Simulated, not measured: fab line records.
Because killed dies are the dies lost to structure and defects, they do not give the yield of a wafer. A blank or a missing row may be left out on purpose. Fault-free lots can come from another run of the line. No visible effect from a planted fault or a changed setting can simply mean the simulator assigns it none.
The tool behind it: which one? + flow nandHarc + 21 lots, 63 wafers sampled, at 6 steps of a route of 1302

WHAT THE GAUGES READ, wafer by wafer
No reading from a measuring or inspecting step in the record can be judged against a usual standard deviation.

WHICH TOOL RAN EACH LOT (tool, then ch and the chambers of the sampled wafers, then the start)
| lot  | NHARC_A_STAIRCASE_DEP_301       | NHARC_A_STAIRCASE_DESCUM_312      | NHARC_A_STAIRCASE_STRIP_316                | NHARC_A_STAIRCASE_ETCHBACK_416    | NHARC_A_SGD_CUT_ETCH_15         | NHARC_A_SGD_CUT_STRIP_17        |
|------|---------------------------------|-----------------------------------|--------------------------------------------|-----------------------------------|---------------------------------|---------------------------------|
| L075 | pecvd-04 ch 0,2, day 17 10:05   | rieDiel-08 ch 0,1,2, day 17 10:55 | rieDiel-08 ch 0,2,3, no start              | rieDiel-01 ch 0,2,3, no start     | rieDiel-06 ch 2,3, no start     | rieDiel-06 ch 0,2, no start     |
| L076 | pecvd-01 ch 0,1,2, day 17 18:32 | rieDiel-11 ch 0,1, day 17 19:29   | rieDiel-11 ch 0,1,3, no start              | rieDiel-11 ch 0,1,2, no start     | rieDiel-10 ch 0,2, no start     | rieDiel-10 ch 1,2, no start     |
| L074 | pecvd-04 ch 1,2, day 17 20:28   | rieDiel-01 ch 0,2,3, day 17 21:19 | rieDiel-01 ch 0,1, no start                | rieDiel-08 ch 2,3, no start       | rieDiel-06 ch 0,2, no start     | rieDiel-06 ch 1,3, no start     |
| L077 | pecvd-04 ch 1, day 18 03:26     | rieDiel-01 ch 0,1,3, day 18 04:22 | rieDiel-01 ch 0,3, no start                | rieDiel-08 ch 1,3, no start       | rieDiel-10 ch 0,1,3, no start   | rieDiel-10 ch 0,1,3, no start   |
| L078 | pecvd-01 ch 0,1,2, day 18 05:14 | rieDiel-08 ch 1,2,3, day 18 06:13 | rieDiel-08 ch 1,2, no start                | rieDiel-01 ch 0,1,3, no start     | rieDiel-06 ch 1,2,3, no start   | rieDiel-06 ch 0,1,3, no start   |
| L080 | pecvd-04 ch 0,1,2, day 18 19:25 | rieDiel-08 ch 0,1,3, day 18 20:15 | rieDiel-08 ch 0,1,3, no start              | rieDiel-11 ch 0,2,3, no start     | rieDiel-10 ch 1,2,3, no start   | rieDiel-10 ch 0,2,3, no start   |
| L079 | pecvd-02 ch 0,1,2, day 19 04:26 | rieDiel-01 ch 0,2,3, day 19 05:18 | rieDiel-01 ch 2,3, no start                | rieDiel-08 ch 0,3, no start       | rieDiel-03 ch 1,2,3, no start   | rieDiel-03 ch 0,2,3, no start   |
| L082 | pecvd-01 ch 0,2, day 20 17:37   | rieDiel-11 ch 0,1, day 20 18:26   | rieDiel-11 ch 0,3, no start                | rieDiel-11 ch 0,3, no start       | rieDiel-10 ch 1,2,3, no start   | rieDiel-10 ch 0,1,3, no start   |
| L081 | pecvd-02 ch 0,1,2, day 20 20:39 | rieDiel-01 ch 1,2, day 20 21:38   | rieDiel-01 ch 0,1,2, no start              | rieDiel-01 ch 0,2,3, no start     | rieDiel-03 ch 1,2,3, no start   | rieDiel-03 ch 0,1,2, no start   |
| L083 | pecvd-04 ch 1,2, day 21 05:05   | rieDiel-01 ch 0,2,3, day 21 06:05 | rieDiel-01 ch 0,1,3, no start              | rieDiel-08 ch 0,2,3, no start     | rieDiel-06 ch 1,2, no start     | rieDiel-06 ch 1,2, no start     |
| L085 | pecvd-04 ch 1,2, day 21 12:17   | rieDiel-01 ch 0,2, day 21 13:16   | rieDiel-01 ch 0,3, no start                | rieDiel-11 ch 1,3, no start       | rieDiel-06 ch 0,2,3, no start   | rieDiel-06 ch 1,2,3, no start   |
| L086 | pecvd-02 ch 1,2, day 21 14:05   | rieDiel-08 ch 1,2,3, day 21 15:04 | rieDiel-08 ch 0,2,3, no start              | rieDiel-11 ch 0,1,3, no start     | rieDiel-10 ch 1,2,3, no start   | rieDiel-10 ch 0,1,2, no start   |
| L088 | pecvd-01 ch 1,2, day 22 14:25   | rieDiel-08 ch 0,1,3, day 22 15:21 | rieDiel-08 ch 1,2,3, no start              | rieDiel-01 ch 0,1,2, no start     | rieDiel-10 ch 0,1, no start     | rieDiel-10 ch 0,1, no start     |
| L087 | pecvd-02 ch 0,1,2, day 22 21:46 | rieDiel-11 ch 2,3, day 22 22:45   | rieDiel-11 ch 0,3, day 23 04:09 or earlier | rieDiel-01 ch 0,1,2, day 23 04:09 | rieDiel-03 ch 0,2,3, no start   | rieDiel-03 ch 0,2, no start     |
| L090 | pecvd-01 ch 1,2, day 23 15:45   | rieDiel-08 ch 2,3, day 23 16:40   | rieDiel-08 ch 0,1, day 24 00:41 or earlier | rieDiel-01 ch 0,1,3, day 24 00:41 | rieDiel-06 ch 2,3, day 25 20:36 | rieDiel-03 ch 2,3, day 25 20:59 |
| L091 | pecvd-01 ch 1,2, day 23 17:02   | rieDiel-08 ch 0,2,3, day 23 17:58 | rieDiel-08 ch 0,1,2, no start              | rieDiel-01 ch 1,2,3, no start     | rieDiel-03 ch 0,2,3, no start   | rieDiel-03 ch 0,2,3, no start   |
| L092 | pecvd-01 ch 0,1,2, day 23 22:50 | rieDiel-01 ch 0,1, day 23 23:46   | rieDiel-01 ch 0,2,3, no start              | rieDiel-01 ch 1,3, no start       | rieDiel-06 ch 0,1,2, no start   | rieDiel-06 ch 0,2,3, no start   |
| L093 | pecvd-04 ch 0,2, day 24 18:26   | rieDiel-08 ch 1,2, day 24 19:25   | rieDiel-08 ch 0,1,3, no start              | rieDiel-01 ch 1,2,3, no start     | rieDiel-03 ch 1,2,3, no start   | rieDiel-03 ch 0,3, no start     |
| L096 | pecvd-02 ch 1,2, day 26 02:36   | rieDiel-08 ch 0,1,3, day 26 03:38 | rieDiel-08 ch 0,2,3, no start              | rieDiel-11 ch 1,3, no start       | rieDiel-03 ch 0,2, no start     | rieDiel-03 ch 0,1,3, no start   |
| L097 | pecvd-01 ch 0,2, day 26 02:40   | rieDiel-11 ch 1,2,3, day 26 03:48 | rieDiel-11 ch 2,3, no start                | rieDiel-01 ch 0,3, no start       | rieDiel-10 ch 1,2,3, no start   | rieDiel-10 ch 1,2,3, no start   |
| L095 | pecvd-04 ch 0,1,2, day 26 21:46 | rieDiel-08 ch 0,1,3, day 26 22:42 | rieDiel-08 ch 1,3, no start                | rieDiel-08 ch 0,3, no start       | rieDiel-10 ch 1,2,3, no start   | rieDiel-10 ch 0,2,3, no start   |
- NHARC_A_STAIRCASE_DEP_301: deposits SiON, target thk 30 nm.
- NHARC_A_STAIRCASE_DESCUM_312: chemistry O2, time 3 s.
- NHARC_A_STAIRCASE_STRIP_316: strips in O2.
- NHARC_A_STAIRCASE_ETCHBACK_416: etches the open film in C4F8/O2/Ar, target depth 36 nm, time 7.2 s.
- NHARC_A_SGD_CUT_ETCH_15: etches the open film in CH3F/O2, target depth 75 nm, time 64.3 s.
- NHARC_A_SGD_CUT_STRIP_17: strips in O2.

AS READ BY THE TOOLS THEMSELVES (means over the sampled wafers that have a number; for cases with no such wafer, the mark the record gives instead)
NHARC_A_STAIRCASE_DEP_301. Usual: chamberPressureTorr 3.500 Torr, standard deviation 0.0078; heaterPowerW 734 W, standard deviation 110; showerheadVppV 1169 V, standard deviation 62.
| lot  | tool     | chamberPressureTorr (Torr) | heaterPowerW (W) | showerheadVppV (V) | flag |
|------|----------|----------------------------|------------------|--------------------|------|
| L075 | pecvd-04 | 3.499                      | 772              | 1200               |      |
| L076 | pecvd-01 | 3.504                      | 753              | 1136               |      |
| L074 | pecvd-04 | 3.497                      | 766              | 1179               |      |
| L077 | pecvd-04 | 3.498                      | 904              | 1150               |      |
| L078 | pecvd-01 | 3.490                      | 763              | 1129               |      |
| L080 | pecvd-04 | 3.505                      | 745              | 1193               |      |
| L079 | pecvd-02 | 3.498                      | 711              | 1205               |      |
| L082 | pecvd-01 | 3.501                      | 712              | 1151               |      |
| L081 | pecvd-02 | 3.497                      | 645              | 1205               |      |
| L083 | pecvd-04 | 3.509                      | 786              | 1176               |      |
| L085 | pecvd-04 | 3.505                      | 677              | 1189               |      |
| L086 | pecvd-02 | 3.501                      | 716              | 1171               |      |
| L088 | pecvd-01 | 3.506                      | 748              | 1099               |      |
| L087 | pecvd-02 | 3.507                      | 700              | 1189               |      |
| L090 | pecvd-01 | 3.497                      | 772              | 1108               |      |
| L091 | pecvd-01 | 3.497                      | 831              | 1117               |      |
| L092 | pecvd-01 | 3.499                      | 760              | 1132               |      |
| L093 | pecvd-04 | 3.503                      | 821              | 1218               |      |
| L096 | pecvd-02 | 3.505                      | 691              | 1243               |      |
| L097 | pecvd-01 | 3.494                      | 687              | 1124               |      |
| L095 | pecvd-04 | 3.508                      | 787              | 1183               |      |

NHARC_A_STAIRCASE_DESCUM_312. Usual: drypumpMotorCurrentA 5.7 A, standard deviation 0.37; oesProductAu 1.004 a.u., standard deviation 0.01; rfVppV 57.7 V, standard deviation 0.95; showerheadPlenumPTorr 1.92 Torr, standard deviation 0.074; throttleValvePct 11.312 %, standard deviation 0.0085.
| lot  | tool       | drypumpMotorCurrentA (A) | oesProductAu (a.u.) | rfVppV (V) | showerheadPlenumPTorr (Torr) | throttleValvePct (%) | flag |
|------|------------|--------------------------|---------------------|------------|------------------------------|----------------------|------|
| L075 | rieDiel-08 | 5.5                      | 1.004               | 57.7       | 1.94                         | 11.311               |      |
| L076 | rieDiel-11 | 5.6                      | 0.999               | 57.5       | 1.91                         | 11.313               |      |
| L074 | rieDiel-01 | 5.8                      | 1.000               | 57.2       | 1.90                         | 11.309               |      |
| L077 | rieDiel-01 | 5.7                      | 0.997               | 56.9       | 1.95                         | 11.309               |      |
| L078 | rieDiel-08 | 5.7                      | 1.002               | 57.4       | 1.91                         | 11.305               |      |
| L080 | rieDiel-08 | 5.6                      | 1.002               | 58.4       | 1.93                         | 11.312               |      |
| L079 | rieDiel-01 | 5.8                      | 1.000               | 58.2       | 1.90                         | 11.319               |      |
| L082 | rieDiel-11 | 5.6                      | 0.994               | 57.9       | 1.90                         | 11.312               |      |
| L081 | rieDiel-01 | 6.0                      | 1.015               | 57.8       | 1.88                         | 11.309               |      |
| L083 | rieDiel-01 | 5.7                      | 0.998               | 57.4       | 1.89                         | 11.310               |      |
| L085 | rieDiel-01 | 5.7                      | 1.018               | 57.8       | 1.97                         | 11.314               |      |
| L086 | rieDiel-08 | 5.7                      | 1.009               | 56.8       | 1.90                         | 11.310               |      |
| L088 | rieDiel-08 | 5.6                      | 1.006               | 58.2       | 1.92                         | 11.317               |      |
| L087 | rieDiel-11 | 5.3                      | 1.007               | 57.9       | 1.98                         | 11.307               |      |
| L090 | rieDiel-08 | 5.7                      | 1.006               | 57.3       | 1.86                         | 11.312               |      |
| L091 | rieDiel-08 | 5.6                      | 0.999               | 57.5       | 1.89                         | 11.313               |      |
| L092 | rieDiel-01 | 5.6                      | 1.006               | 56.7       | 2.01                         | 11.312               |      |
| L093 | rieDiel-08 | 5.6                      | 1.008               | 57.4       | 1.90                         | 11.314               |      |
| L096 | rieDiel-08 | 5.6                      | 1.004               | 57.9       | 1.91                         | 11.307               |      |
| L097 | rieDiel-11 | 5.3                      | 1.008               | 58.1       | 1.94                         | 11.316               |      |
| L095 | rieDiel-08 | 5.6                      | 1.003               | 56.7       | 1.91                         | 11.304               |      |

NHARC_A_STAIRCASE_STRIP_316. Usual: drypumpMotorCurrentA 5.7 A, standard deviation 0.36; oesProductAu 1.003 a.u., standard deviation 0.0096; rfVppV 57.9 V, standard deviation 0.84; showerheadPlenumPTorr 3.54 Torr, standard deviation 0.13; throttleValvePct 17.036 %, standard deviation 0.0087.
| lot  | tool       | drypumpMotorCurrentA (A) | oesProductAu (a.u.) | rfVppV (V) | showerheadPlenumPTorr (Torr) | throttleValvePct (%) | flag |
|------|------------|--------------------------|---------------------|------------|------------------------------|----------------------|------|
| L075 | rieDiel-08 | 5.6                      | 0.991               | 57.2       | 3.51                         | 17.033               |      |
| L076 | rieDiel-11 | 5.7                      | 1.003               | 58.1       | 3.59                         | 17.039               |      |
| L074 | rieDiel-01 | 5.6                      | 1.006               | 57.7       | 3.72                         | 17.030               |      |
| L077 | rieDiel-01 | 5.5                      | 0.999               | 57.5       | 3.67                         | 17.039               |      |
| L078 | rieDiel-08 | 5.6                      | 1.002               | 58.0       | 3.59                         | 17.030               |      |
| L080 | rieDiel-08 | 5.6                      | 0.999               | 57.8       | 3.57                         | 17.025               |      |
| L079 | rieDiel-01 | 5.9                      | 1.001               | 57.4       | 3.37                         | 17.045               |      |
| L082 | rieDiel-11 | 5.7                      | 1.003               | 58.2       | 3.65                         | 17.030               |      |
| L081 | rieDiel-01 | 5.8                      | 1.013               | 56.9       | 3.55                         | 17.033               |      |
| L083 | rieDiel-01 | 5.7                      | 1.004               | 57.6       | 3.59                         | 17.029               |      |
| L085 | rieDiel-01 | 5.6                      | 0.998               | 58.3       | 3.66                         | 17.043               |      |
| L086 | rieDiel-08 | 5.6                      | 1.010               | 57.8       | 3.49                         | 17.031               |      |
| L088 | rieDiel-08 | 5.7                      | 1.005               | 57.7       | 3.51                         | 17.037               |      |
| L087 | rieDiel-11 | 6.2                      | 1.004               | 58.3       | 3.59                         | 17.034               |      |
| L090 | rieDiel-08 | 5.5                      | 1.005               | 58.4       | 3.57                         | 17.035               |      |
| L091 | rieDiel-08 | 5.5                      | 0.990               | 57.5       | 3.53                         | 17.036               |      |
| L092 | rieDiel-01 | 5.8                      | 0.998               | 57.8       | 3.48                         | 17.039               |      |
| L093 | rieDiel-08 | 5.6                      | 1.004               | 57.9       | 3.54                         | 17.037               |      |
| L096 | rieDiel-08 | 5.6                      | 1.008               | 58.2       | 3.47                         | 17.035               |      |
| L097 | rieDiel-11 | 5.3                      | 1.007               | 58.6       | 3.65                         | 17.045               |      |
| L095 | rieDiel-08 | 5.8                      | 0.994               | 58.1       | 3.50                         | 17.031               |      |

NHARC_A_STAIRCASE_ETCHBACK_416. Usual: biasW 799.9 W, standard deviation 2.5; oesProductAu 0.937 a.u., standard deviation 0.026; rfVppV 724 V, standard deviation 4.2.
| lot  | tool       | biasW (W) | oesProductAu (a.u.) | rfVppV (V) | flag |
|------|------------|-----------|---------------------|------------|------|
| L075 | rieDiel-01 | 799.7     | 0.999               | 723        |      |
| L076 | rieDiel-11 | 801.8     | 0.935               | 723        |      |
| L074 | rieDiel-08 | 800.8     | 0.928               | 721        |      |
| L077 | rieDiel-08 | 802.7     | 0.925               | 724        |      |
| L078 | rieDiel-01 | 798.7     | 0.924               | 726        |      |
| L080 | rieDiel-11 | 801.8     | 0.930               | 726        |      |
| L079 | rieDiel-08 | 803.4     | 0.935               | 724        |      |
| L082 | rieDiel-11 | 799.4     | 0.933               | 727        |      |
| L081 | rieDiel-01 | 797.6     | 0.937               | 722        |      |
| L083 | rieDiel-08 | 798.8     | 0.924               | 723        |      |
| L085 | rieDiel-11 | 797.2     | 0.919               | 725        |      |
| L086 | rieDiel-11 | 800.2     | 0.927               | 724        |      |
| L088 | rieDiel-01 | 798.6     | 0.933               | 723        |      |
| L087 | rieDiel-01 | 800.4     | 0.928               | 724        |      |
| L090 | rieDiel-01 | 802.4     | 0.927               | 723        |      |
| L091 | rieDiel-01 | 798.8     | 0.922               | 720        |      |
| L092 | rieDiel-01 | 801.5     | 0.915               | 722        |      |
| L093 | rieDiel-01 | 800.4     | 0.997               | 725        |      |
| L096 | rieDiel-11 | 797.3     | 0.919               | 726        |      |
| L097 | rieDiel-01 | 801.6     | 0.915               | 725        |      |
| L095 | rieDiel-08 | 801.1     | 0.936               | 721        |      |

NHARC_A_SGD_CUT_ETCH_15. Usual: biasW 99.98 W, standard deviation 0.28; drypumpMotorCurrentA 5.6 A, standard deviation 0.34; oesProductAu 0.961 a.u., standard deviation 0.02; rfVppV 264.3 V, standard deviation 1.7; showerheadPlenumPTorr 2.49 Torr, standard deviation 0.1; throttleValvePct 20.662 %, standard deviation 0.009.
| lot  | tool       | biasW (W) | drypumpMotorCurrentA (A) | oesProductAu (a.u.) | rfVppV (V) | showerheadPlenumPTorr (Torr) | throttleValvePct (%) | flag |
|------|------------|-----------|--------------------------|---------------------|------------|------------------------------|----------------------|------|
| L075 | rieDiel-06 | 100.02    | 5.6                      | 0.957               | 263.4      | 2.42                         | 20.664               |      |
| L076 | rieDiel-10 | 99.72     | 5.6                      | 0.917               | 263.6      | 2.42                         | 20.666               |      |
| L074 | rieDiel-06 | 99.93     | 5.4                      | 0.973               | 267.3      | 2.60                         | 20.656               |      |
| L077 | rieDiel-10 | 100.14    | 5.8                      | 0.961               | 264.3      | 2.48                         | 20.668               |      |
| L078 | rieDiel-06 | 100.13    | 5.4                      | 0.969               | 265.7      | 2.53                         | 20.666               |      |
| L080 | rieDiel-10 | 99.94     | 5.8                      | 0.972               | 264.5      | 2.50                         | 20.651               |      |
| L079 | rieDiel-03 | 99.86     | 5.9                      | 0.973               | 263.2      | 2.42                         | 20.668               |      |
| L082 | rieDiel-10 | 99.95     | 5.8                      | 0.981               | 265.0      | 2.50                         | 20.666               |      |
| L081 | rieDiel-03 | 99.96     | 5.9                      | 0.961               | 263.2      | 2.42                         | 20.663               |      |
| L083 | rieDiel-06 | 99.91     | 5.1                      | 0.971               | 265.3      | 2.63                         | 20.656               |      |
| L085 | rieDiel-06 | 100.16    | 5.6                      | 0.968               | 264.0      | 2.48                         | 20.670               |      |
| L086 | rieDiel-10 | 100.01    | 5.8                      | 0.964               | 263.9      | 2.50                         | 20.665               |      |
| L088 | rieDiel-10 | 100.10    | 5.6                      | 0.951               | 263.6      | 2.42                         | 20.659               |      |
| L087 | rieDiel-03 | 99.88     | 5.8                      | 0.965               | 264.0      | 2.45                         | 20.659               |      |
| L090 | rieDiel-06 | 100.35    | 5.6                      | 0.969               | 263.2      | 2.41                         | 20.649               |      |
| L091 | rieDiel-03 | 99.81     | 5.8                      | 0.938               | 264.3      | 2.45                         | 20.666               |      |
| L092 | rieDiel-06 | 100.07    | 5.4                      | 0.915               | 265.8      | 2.59                         | 20.649               |      |
| L093 | rieDiel-03 | 100.03    | 5.9                      | 0.946               | 263.5      | 2.42                         | 20.666               |      |
| L096 | rieDiel-03 | 100.09    | 6.0                      | 0.965               | 264.0      | 2.50                         | 20.655               |      |
| L097 | rieDiel-10 | 100.18    | 5.8                      | 0.972               | 264.5      | 2.50                         | 20.663               |      |
| L095 | rieDiel-10 | 99.93     | 5.8                      | 0.975               | 264.2      | 2.50                         | 20.662               |      |

NHARC_A_SGD_CUT_STRIP_17. Usual: drypumpMotorCurrentA 5.7 A, standard deviation 0.33; oesProductAu 0.999 a.u., standard deviation 0.012; rfVppV 57.8 V, standard deviation 0.89; showerheadPlenumPTorr 3.56 Torr, standard deviation 0.14; throttleValvePct 17.037 %, standard deviation 0.0099.
| lot  | tool       | drypumpMotorCurrentA (A) | oesProductAu (a.u.) | rfVppV (V) | showerheadPlenumPTorr (Torr) | throttleValvePct (%) | flag |
|------|------------|--------------------------|---------------------|------------|------------------------------|----------------------|------|
| L075 | rieDiel-06 | 5.4                      | 1.005               | 58.3       | 3.72                         | 17.031               |      |
| L076 | rieDiel-10 | 5.6                      | 1.006               | 58.2       | 3.58                         | 17.039               |      |
| L074 | rieDiel-06 | 5.6                      | 1.005               | 57.6       | 3.46                         | 17.042               |      |
| L077 | rieDiel-10 | 5.8                      | 0.992               | 58.1       | 3.55                         | 17.034               |      |
| L078 | rieDiel-06 | 5.6                      | 1.001               | 57.3       | 3.55                         | 17.043               |      |
| L080 | rieDiel-10 | 5.8                      | 0.992               | 56.9       | 3.54                         | 17.040               |      |
| L079 | rieDiel-03 | 5.8                      | 1.003               | 57.3       | 3.52                         | 17.035               |      |
| L082 | rieDiel-10 | 5.8                      | 0.998               | 57.8       | 3.55                         | 17.036               |      |
| L081 | rieDiel-03 | 6.1                      | 1.009               | 58.9       | 3.53                         | 17.029               |      |
| L083 | rieDiel-06 | 5.2                      | 1.006               | 58.1       | 3.78                         | 17.049               |      |
| L085 | rieDiel-06 | 5.4                      | 1.005               | 58.3       | 3.61                         | 17.037               |      |
| L086 | rieDiel-10 | 5.6                      | 0.998               | 57.7       | 3.52                         | 17.047               |      |
| L088 | rieDiel-10 | 5.6                      | 0.988               | 56.8       | 3.47                         | 17.032               |      |
| L087 | rieDiel-03 | 5.9                      | 1.008               | 57.7       | 3.56                         | 17.043               |      |
| L090 | rieDiel-03 | 5.8                      | 0.997               | 57.7       | 3.54                         | 17.039               |      |
| L091 | rieDiel-03 | 5.8                      | 0.994               | 57.7       | 3.51                         | 17.033               |      |
| L092 | rieDiel-06 | 5.6                      | 0.995               | 57.9       | 3.56                         | 17.039               |      |
| L093 | rieDiel-03 | 5.7                      | 1.001               | 57.5       | 3.48                         | 17.045               |      |
| L096 | rieDiel-03 | 5.8                      | 0.998               | 57.7       | 3.45                         | 17.039               |      |
| L097 | rieDiel-10 | 5.8                      | 1.006               | 57.6       | 3.58                         | 17.037               |      |
| L095 | rieDiel-10 | 5.8                      | 0.997               | 58.8       | 3.53                         | 17.040               |      |

THE ANSWER, worked out from the rows above alone
Rule: lot off if the mean of its wafers having a number is beyond 3 standard deviations from the usual mean. Also off: a lot with no number at a reading for which 4 or more lots have one. Any other lot the step has rows for is counted as sound. Order of review: gauges by route order, followed by the tools' own readings, for which a lot's mean as printed above is used. At the first step where some lot is off, the reading lying furthest off is the one used; lots without a number count as furthest.
Across all readings shown, no lot is off: no conclusion can be drawn from this.

WHAT WAS PUT IN BY THE SIMULATOR
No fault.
